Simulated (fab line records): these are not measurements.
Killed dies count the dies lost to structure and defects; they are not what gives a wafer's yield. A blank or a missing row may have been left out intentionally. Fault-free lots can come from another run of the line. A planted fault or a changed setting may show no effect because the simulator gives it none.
Which tool did it? | flow n5Finfet | 10 lots with 29 wafers sampled at 5 steps, on a route of 1938 steps

WHAT THE GAUGES SHOWED, per wafer
N5_SDB_OVL_MEAS_12. Usual: SDB_OVL 0.1 nm, standard deviation 0.61.
lot  | measured    | on         | SDB_OVL (nm)   | flag
L626 | day 5 01:53 | overlay-01 | -0.7 -1.7 0.1  | 
L627 | day 5 07:40 | overlay-02 | -0.1 -0.1 0.8  | 
L629 | day 5 22:05 | overlay-02 | 0.6 0.2 0.5    | 
L630 | day 5 23:37 | overlay-02 | -0.2 0.5 0.4   | 
L632 | day 6 13:07 | overlay-01 | 0.5 -0.4 -0.4  | 
L634 | day 6 23:00 | overlay-02 | -1.2 -0.2 -0.6 | 
L636 | day 7 13:55 | overlay-02 | -0.1 -0.1 -0.5 | 
L637 | day 7 19:37 | overlay-02 | 1.0 -0.5 0.1   | 
L638 | day 8 01:10 | overlay-02 | -0.6 -0.5 -0.5 | 
L639 | day 8 07:02 | overlay-02 | -0.6 0.7       | 

N5_SDB_INSPECT_13: inspects for defects (brightfield). Usual: rawDefectCount 83, standard deviation 37.
lot  | measured    | on               | rawDefectCount | flag
L626 | day 5 01:55 | defectInspect-02 | 108 143 67     | 
L627 | day 5 07:41 | defectInspect-02 | 172 112 118    | 
L629 | day 5 22:06 | defectInspect-02 | 73 46 70       | 
L630 | day 5 23:38 | defectInspect-01 | 92 49 61       | 
L632 | day 6 13:08 | defectInspect-01 | 104 65 92      | 
L634 | day 6 23:02 | defectInspect-01 | 112 197 126    | 
L636 | day 7 13:56 | defectInspect-02 | 49 76 65       | 
L637 | day 7 19:38 | defectInspect-02 | 146 137 149    | 
L638 | day 8 01:11 | defectInspect-02 | 81 41 35       | 
L639 | day 8 07:04 | defectInspect-01 | 47 40          | 

N5_BEOL_M4_RC_MEAS_101. Usual: DIBL_N 36.0 mV/V, standard deviation 2.5; DIBL_P 36.7 mV/V, standard deviation 3; IOFF_N 0.16 nA/um, standard deviation 0.043; IOFF_P 0.21 nA/um, standard deviation 0.049; ION_N 673 uA/um, standard deviation 15; ION_P 461 uA/um, standard deviation 9.8; SS_N 71.5 mV/dec, standard deviation 0.83; SS_P 73.4 mV/dec, standard deviation 0.83; VT_N 250 mV, standard deviation 4; VT_P -251 mV, standard deviation 4.
lot  | measured     | on        | DIBL_N (mV/V)  | DIBL_P (mV/V)  | IOFF_N (nA/um) | IOFF_P (nA/um) | ION_N (uA/um) | ION_P (uA/um) | SS_N (mV/dec)  | SS_P (mV/dec)  | VT_N (mV)   | VT_P (mV)      | flag
L626 | day 9 00:22  | prober-01 | 40.5 32.2 38.0 | 41.9 32.5 39.1 | 0.23 0.09 0.18 | 0.29 0.15 0.24 | 687 647 681   | 465 452 465   | 72.0 69.8 71.5 | 73.8 71.4 73.0 | 244 258 248 | -245 -253 -247 | 
L627 | day 9 07:55  | prober-01 | 34.7 39.3 35.2 | 36.8 41.9 37.8 | 0.13 0.24 0.14 | 0.22 0.32 0.23 | 668 697 660   | 469 476 461   | 71.1 72.0 70.2 | 74.0 74.6 74.2 | 250 244 253 | -248 -243 -248 | 
L629 | day 10 00:22 | prober-01 | 38.4 35.0 36.9 | 38.0 35.9 38.2 | 0.19 0.13 0.16 | 0.23 0.19 0.23 | 673 665 664   | 462 456 460   | 72.0 71.3 72.0 | 74.1 73.1 74.3 | 252 254 252 | -251 -253 -250 | 
L630 | day 10 02:14 | prober-01 | 39.2 35.1 33.3 | 43.4 35.1 35.7 | 0.28 0.17 0.13 | 0.32 0.18 0.17 | 689 666 677   | 470 456 463   | 72.0 71.2 69.9 | 75.1 73.2 72.6 | 242 249 251 | -244 -254 -254 | 
L632 | day 11 02:02 | prober-02 | 39.5 35.1 37.1 | 40.3 34.3 36.4 | 0.23 0.14 0.19 | 0.28 0.19 0.21 | 685 686 678   | 460 473 457   | 72.8 70.6 71.6 | 74.4 73.1 73.3 | 245 252 247 | -247 -254 -253 | 
L634 | day 10 23:24 | prober-01 | 38.9 33.3 36.2 | 38.3 32.8 35.1 | 0.19 0.10 0.14 | 0.23 0.16 0.18 | 687 648 654   | 462 446 446   | 72.6 70.9 72.4 | 74.1 72.7 73.5 | 248 258 253 | -250 -253 -251 | 
L636 | day 12 02:37 | prober-01 | 34.7 38.4 35.1 | 34.9 39.5 35.9 | 0.14 0.21 0.15 | 0.19 0.27 0.21 | 677 684 670   | 466 469 459   | 70.6 72.1 71.5 | 73.5 74.4 72.9 | 251 246 252 | -250 -248 -253 | 
L637 | day 12 06:11 | prober-01 | 34.1 37.5 33.7 | 34.3 37.5 34.6 | 0.12 0.18 0.12 | 0.15 0.20 0.17 | 682 693 666   | 458 462 460   | 70.1 72.1 71.0 | 72.9 74.3 73.0 | 251 249 253 | -257 -252 -252 | 
L638 | day 12 12:56 | prober-02 | 34.9 37.1 37.5 | 36.0 38.8 39.1 | 0.14 0.17 0.19 | 0.22 0.26 0.27 | 666 672 694   | 462 469 484   | 70.3 71.8 71.2 | 73.1 73.2 73.4 | 251 248 246 | -247 -246 -244 | 
L639 | day 13 08:08 | prober-02 | 34.8 31.6      | 37.1 33.3      | 0.16 0.11      | 0.19 0.14      | 679 664       | 462 454       | 71.5 70.2      | 73.4 72.8      | 248 258     | -252 -256      | 

WHAT TOOL EACH LOT RAN ON (gives the tool, then ch and the chambers of the sampled wafers, and finally the start)
lot  | N5_SDB_ETCH_17                   | N5_SDB_ALD_29
L626 | rieDiel-05 ch 0,1,2, day 5 01:59 | aldSin-04 ch 0,2,3, day 5 03:07
L627 | rieDiel-04 ch 0,1,2, day 5 07:45 | aldSin-03 ch 1,2,3, day 5 08:31
L629 | rieDiel-04 ch 0,1,3, day 5 22:10 | aldSin-03 ch 0,1, day 5 22:56
L630 | rieDiel-06 ch 2,3, day 5 23:42   | aldSin-04 ch 1,3, day 6 00:28
L632 | rieDiel-04 ch 0,1, day 6 13:12   | aldSin-04 ch 0,2,3, day 6 14:01
L634 | rieDiel-06 ch 0,2, day 6 23:08   | aldSin-04 ch 0,2,3, day 6 23:54
L636 | rieDiel-04 ch 1,2,3, day 7 14:27 | aldSin-04 ch 0,2,3, day 7 15:13
L637 | rieDiel-06 ch 0,1,2, day 7 19:42 | aldSin-02 ch 1,3, day 7 20:30
L638 | rieDiel-04 ch 0,2,3, day 8 01:17 | aldSin-03 ch 0,1,3, day 8 02:02
L639 | rieDiel-06 ch 1,2, day 8 07:25   | aldSin-04 ch 0,2, day 8 08:29
- N5_SDB_ETCH_17: etches SiARC in CF4, target depth 23.4 nm, time 39 s.
- N5_SDB_ALD_29: deposits SiNx, target thk 30 nm, pulse time 1 s, ald cycles 600.

AS READ BY THE TOOLS THEMSELVES (means over the sampled wafers that have a number; for cases with no such wafer, the mark the record gives instead)
N5_SDB_ETCH_17. Usual: biasW 36.00 W (standard deviation 0.11); drypumpMotorCurrentA 5.7 A (standard deviation 0.43); etchRfOnTimeS 38.8 s (standard deviation 1.2); oesProductAu 0.65 a.u. (standard deviation 0.079); rfVppV 183.5 V (standard deviation 1); showerheadPlenumPTorr 2.10 Torr (standard deviation 0.065); throttleValvePct 15.57 % (standard deviation 0.28).
lot  | tool       | biasW (W) | drypumpMotorCurrentA (A) | etchRfOnTimeS (s) | oesProductAu (a.u.) | rfVppV (V) | showerheadPlenumPTorr (Torr) | throttleValvePct (%) | flag
L626 | rieDiel-05 | 36.05     | 5.6                      | 39.1              | 0.67                | 184.5      | 2.13                         | 15.52                | 
L627 | rieDiel-04 | 35.98     | 5.5                      | 39.5              | 0.61                | 183.5      | 2.10                         | 15.53                | 
L629 | rieDiel-04 | 36.00     | 5.4                      | 38.9              | 0.67                | 182.9      | 2.07                         | 15.34                | 
L630 | rieDiel-06 | 35.99     | 5.8                      | 38.4              | 0.68                | 183.2      | 2.04                         | 15.53                | 
L632 | rieDiel-04 | 36.00     | 5.3                      | 39.5              | 0.61                | 182.3      | 2.05                         | 15.43                | 
L634 | rieDiel-06 | 35.95     | 5.8                      | 39.4              | 0.61                | 183.7      | 2.06                         | 15.79                | 
L636 | rieDiel-04 | 35.91     | 5.4                      | 39.0              | 0.67                | 183.8      | 2.12                         | 15.41                | 
L637 | rieDiel-06 | 35.91     | 6.0                      | 38.9              | 0.61                | 182.8      | 2.09                         | 15.90                | 
L638 | rieDiel-04 | 36.11     | 5.6                      | 39.1              | 0.66                | 183.6      | 2.11                         | 15.48                | 
L639 | rieDiel-06 | 35.96     | 5.7                      | 38.4              | 0.60                | 182.9      | 2.06                         | 15.84                | 

N5_SDB_ALD_29. Usual: heaterPowerW 866 W, standard deviation 110; precursorPulseHeightRel 1.000, standard deviation 0.02; susceptorTempC 399.98 C, standard deviation 0.21.
lot  | tool      | heaterPowerW (W) | precursorPulseHeightRel | susceptorTempC (C) | flag
L626 | aldSin-04 | 879              | 0.988                   | 400.20             | 
L627 | aldSin-03 | 800              | 1.004                   | 400.10             | 
L629 | aldSin-03 | 888              | 0.997                   | 399.81             | 
L630 | aldSin-04 | 956              | 0.993                   | 399.94             | 
L632 | aldSin-04 | 882              | 0.998                   | 399.88             | 
L634 | aldSin-04 | 873              | 1.019                   | 399.97             | 
L636 | aldSin-04 | 887              | 1.012                   | 400.11             | 
L637 | aldSin-02 | 850              | 1.003                   | 400.01             | 
L638 | aldSin-03 | 803              | 0.993                   | 399.82             | 
L639 | aldSin-04 | 916              | 1.000                   | 400.07             | 

THE ANSWER, worked out from the rows above alone
Rule: take the mean of a lot's wafers that have a number; if it is more than 3 standard deviations from the usual mean, the lot is off. Also off: a lot with no number at a reading for which 4 or more lots have one. All remaining lots with rows at the step are treated as sound. Order of review: gauges by route order, followed by the tools' own readings, for which a lot's mean as printed above is used. The first step at which some lot is off is used, and at that step the reading that is off furthest; a lot without a number counts as furthest.
Nothing can be told from this: no lot is off at any reading shown.

WHAT THE SIMULATOR PUT IN
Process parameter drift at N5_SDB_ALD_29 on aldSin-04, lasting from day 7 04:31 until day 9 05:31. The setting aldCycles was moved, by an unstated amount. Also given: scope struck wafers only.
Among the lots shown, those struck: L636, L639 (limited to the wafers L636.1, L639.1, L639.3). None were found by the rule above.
